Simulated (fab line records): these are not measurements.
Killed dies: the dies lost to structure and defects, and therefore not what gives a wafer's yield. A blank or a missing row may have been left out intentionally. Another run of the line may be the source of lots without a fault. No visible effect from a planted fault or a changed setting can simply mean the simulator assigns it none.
A lot that was struck, set against a sound lot / flow nandHarc / 15 steps out of a route of 1159
Sound: these wafers, L858.1, L858.2, L858.5. Struck: wafers L877.3, L877.4, L877.6. The cause is named last.
Order at every step that has rows: each side's tool, ch and its chambers, its first start. Under that, the readings that differ: sound wafers / struck wafers / difference of the means / sigmas: that difference in standard deviations of wafers without a fault.
alike: same words and numbers on both sides, and readings whose means sit less than 2 such deviations apart. not compared: any withheld reading, any reading some wafer has no value for, any bound like >300 that may hide the same value, and any number with overlapping values for which the record gives no deviation.
Wherever a step has rows on one side only, a row that says differs or no value, or a row with sigmas, the two part there. Non-overlapping numbers with no deviation appear without sigmas and do not part them. A reading that every wafer of one side lacks parts them only if that side has two wafers or more.

NHARC_P_START_INSPECT_01:
  sound on defectInspect-02, day 2 06:02; struck on defectInspect-02, day 7 00:02
  alike: rawDefectCount
then, 9 steps without rows for these wafers: NHARC_P_ZERO_WELL_PRECLEAN_00 (cleans in SPM, time 600 s); NHARC_P_ZERO_WELL_SRD_01; NHARC_P_ZERO_WELL_PECVD_02 (deposits SiO2, target thk 10 nm); NHARC_P_ZERO_WELL_DEHYDRATE_03 (time 120 s); NHARC_P_ZERO_WELL_HMDS_04 (time 30 s); NHARC_P_ZERO_WELL_COAT_64 (time 65 s); NHARC_P_ZERO_WELL_COAT_05 (resist thk 600 nm); NHARC_P_ZERO_WELL_SOFTBAKE_06 (time 70 s); NHARC_P_ZERO_WELL_EBR_07.
NHARC_P_ZERO_WELL_EXPOSE_08: exposes mask P ZERO, target cd 500 nm.
  sound on krfScanner-02 ch 0, day 2 07:05; struck on krfScanner-03 ch 0, day 7 01:06
reading=exposureDoseMJCm2; sound=33.82 33.79 33.78; struck=42.59 42.64 42.59; difference=+8.81; sigmas=+99 or more
  alike: mask
then, 2 steps without rows for these wafers: NHARC_P_ZERO_WELL_PEB_09 (peb time 80 s); NHARC_P_ZERO_WELL_DEVELOP_10 (time 50 s).
NHARC_P_ZERO_WELL_CD_MEAS_11 targets a cd of 500 nm.
  sound on cdSem-03 ch 0, day 2 07:14; struck on cdSem-01 ch 0, day 7 01:14
reading=cdNm (nm); sound=499.9 502.5 501.1; struck=543.8 543.6 542.7; difference=+42.2; sigmas=+26
then, 1 step without rows for these wafers: NHARC_P_ZERO_WELL_HARDBAKE_12 (time 65 s).

== WHERE THEY PART ==
Last at NHARC_P_ZERO_WELL_CD_MEAS_11 as far as this record goes, first at NHARC_P_ZERO_WELL_EXPOSE_08.

WHY: what the simulator had put in
Process parameter drift: krfScanner-03, from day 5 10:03 on, at NHARC_P_ZERO_WELL_EXPOSE_08. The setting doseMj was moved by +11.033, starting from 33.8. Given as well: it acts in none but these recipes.
